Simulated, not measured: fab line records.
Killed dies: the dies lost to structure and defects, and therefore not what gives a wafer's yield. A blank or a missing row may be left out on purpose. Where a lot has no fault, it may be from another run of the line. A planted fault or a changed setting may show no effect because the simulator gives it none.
Lot-split experiment / flow n5_finfet / route with 1938 steps; 7 lots, 21 wafers read

## ON THE SPLIT
At N5_MOL_CONTACT_COAG_ALD_133 (deposits SiO2, target thk 5 nm, pulse time 1 s, co reactant pulse time 1 s), the setting ald_cycles was moved away from the recipe's 35 on 6 of the 21 wafers read, by +11.4% to +17.1%. This setting was run at the recipe's value on the other wafers.

The reading comes from the split's own step.

## THE READING
SiO2_of_MOL_CONTACT_COAG_ALD_133.thk_nm (the simulator's own value, which no gauge read), in nm, at N5_MOL_CONTACT_COAG_ALD_133 (deposits SiO2, target thk 5 nm, pulse time 1 s, co reactant pulse time 1 s). No usual value for it is given in the file.

wafer=L075.1; tool, chamber at the split=ald_sin-03, 3; ald_cycles as run=35; against the recipe=recipe; SiO2_of_MOL_CONTACT_COAG_ALD_133.thk_nm, nm=5; against lot-mates on the recipe=-
wafer=L075.3; tool, chamber at the split=ald_sin-03, 1,0; ald_cycles as run=41; against the recipe=+17.1%; SiO2_of_MOL_CONTACT_COAG_ALD_133.thk_nm, nm=5.8; against lot-mates on the recipe=+0.8
wafer=L075.4; tool, chamber at the split=ald_sin-03, 1,0; ald_cycles as run=41; against the recipe=+17.1%; SiO2_of_MOL_CONTACT_COAG_ALD_133.thk_nm, nm=5.8; against lot-mates on the recipe=+0.8
wafer=L077.2; tool, chamber at the split=ald_sin-03, 0,2,2; ald_cycles as run=35; against the recipe=recipe; SiO2_of_MOL_CONTACT_COAG_ALD_133.thk_nm, nm=5; against lot-mates on the recipe=-
wafer=L077.3; tool, chamber at the split=ald_sin-03, 0,2,2; ald_cycles as run=35; against the recipe=recipe; SiO2_of_MOL_CONTACT_COAG_ALD_133.thk_nm, nm=5; against lot-mates on the recipe=-
wafer=L077.4; tool, chamber at the split=ald_sin-03, 0,2,2; ald_cycles as run=35; against the recipe=recipe; SiO2_of_MOL_CONTACT_COAG_ALD_133.thk_nm, nm=5; against lot-mates on the recipe=-
wafer=L078.2; tool, chamber at the split=ald_sin-01, 1,0,2; ald_cycles as run=35; against the recipe=recipe; SiO2_of_MOL_CONTACT_COAG_ALD_133.thk_nm, nm=5; against lot-mates on the recipe=-
wafer=L078.4; tool, chamber at the split=ald_sin-01, 1,0,2; ald_cycles as run=35; against the recipe=recipe; SiO2_of_MOL_CONTACT_COAG_ALD_133.thk_nm, nm=5; against lot-mates on the recipe=-
wafer=L078.5; tool, chamber at the split=ald_sin-01, 1,0,2; ald_cycles as run=35; against the recipe=recipe; SiO2_of_MOL_CONTACT_COAG_ALD_133.thk_nm, nm=5; against lot-mates on the recipe=-
wafer=L079.3; tool, chamber at the split=ald_sin-01, 2,3,3; ald_cycles as run=35; against the recipe=recipe; SiO2_of_MOL_CONTACT_COAG_ALD_133.thk_nm, nm=5; against lot-mates on the recipe=-
wafer=L079.4; tool, chamber at the split=ald_sin-01, 2,3,3; ald_cycles as run=35; against the recipe=recipe; SiO2_of_MOL_CONTACT_COAG_ALD_133.thk_nm, nm=5; against lot-mates on the recipe=-
wafer=L079.6; tool, chamber at the split=ald_sin-01, 2,3,3; ald_cycles as run=35; against the recipe=recipe; SiO2_of_MOL_CONTACT_COAG_ALD_133.thk_nm, nm=5; against lot-mates on the recipe=-
wafer=L081.3; tool, chamber at the split=ald_sin-04, 2,1; ald_cycles as run=39; against the recipe=+11.4%; SiO2_of_MOL_CONTACT_COAG_ALD_133.thk_nm, nm=5.6; against lot-mates on the recipe=+0.6
wafer=L081.4; tool, chamber at the split=ald_sin-04, 2,1; ald_cycles as run=39; against the recipe=+11.4%; SiO2_of_MOL_CONTACT_COAG_ALD_133.thk_nm, nm=5.6; against lot-mates on the recipe=+0.6
wafer=L081.6; tool, chamber at the split=ald_sin-04, 2; ald_cycles as run=35; against the recipe=recipe; SiO2_of_MOL_CONTACT_COAG_ALD_133.thk_nm, nm=5; against lot-mates on the recipe=-
wafer=L082.2; tool, chamber at the split=ald_sin-01, 1,3,3; ald_cycles as run=35; against the recipe=recipe; SiO2_of_MOL_CONTACT_COAG_ALD_133.thk_nm, nm=5; against lot-mates on the recipe=-
wafer=L082.4; tool, chamber at the split=ald_sin-01, 1,3,3; ald_cycles as run=35; against the recipe=recipe; SiO2_of_MOL_CONTACT_COAG_ALD_133.thk_nm, nm=5; against lot-mates on the recipe=-
wafer=L082.5; tool, chamber at the split=ald_sin-01, 1,3,3; ald_cycles as run=35; against the recipe=recipe; SiO2_of_MOL_CONTACT_COAG_ALD_133.thk_nm, nm=5; against lot-mates on the recipe=-
wafer=L088.3; tool, chamber at the split=ald_sin-03, 3; ald_cycles as run=40; against the recipe=+14.3%; SiO2_of_MOL_CONTACT_COAG_ALD_133.thk_nm, nm=5.6; against lot-mates on the recipe=+0.6
wafer=L088.5; tool, chamber at the split=ald_sin-03, 2; ald_cycles as run=40; against the recipe=+14.3%; SiO2_of_MOL_CONTACT_COAG_ALD_133.thk_nm, nm=5.8; against lot-mates on the recipe=+0.8
wafer=L088.6; tool, chamber at the split=ald_sin-03, 1; ald_cycles as run=35; against the recipe=recipe; SiO2_of_MOL_CONTACT_COAG_ALD_133.thk_nm, nm=5; against lot-mates on the recipe=-
Rows listing several chambers each stand for several wafers; the file does not say which wafer went through which chamber.

FIT RESULTS
A straight line over all 21 wafers: SiO2_of_MOL_CONTACT_COAG_ALD_133.thk_nm changes by +0.0485 nm for each +1% of ald_cycles; r = +0.99; the points scatter about the line by 0.037 nm.
The same after taking each lot's own level away (the mean of its wafers on the recipe; 21 wafers): +0.0485 nm for each +1%; r = +0.99; scatter 0.037 nm.
Per that fit: largest ald_cycles move, reading shift of 0.83 nm.
The lots' own levels span 5.00 to 5.00 nm.
Consequently the slope shifts little with the lot-to-lot level, the two slopes agreeing.
Check: +0.844 nm against its lot-mates is what the line predicts for one of the wafers moved furthest among these (+17.1%) when that wafer is left out of the fit. Against them it came out at +0.8 nm.

## FILE'S OWN FIT
SiO2_of_MOL_CONTACT_COAG_ALD_133.thk_nm changes by +0.0486 nm for each +1% of ald_cycles, r = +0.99.
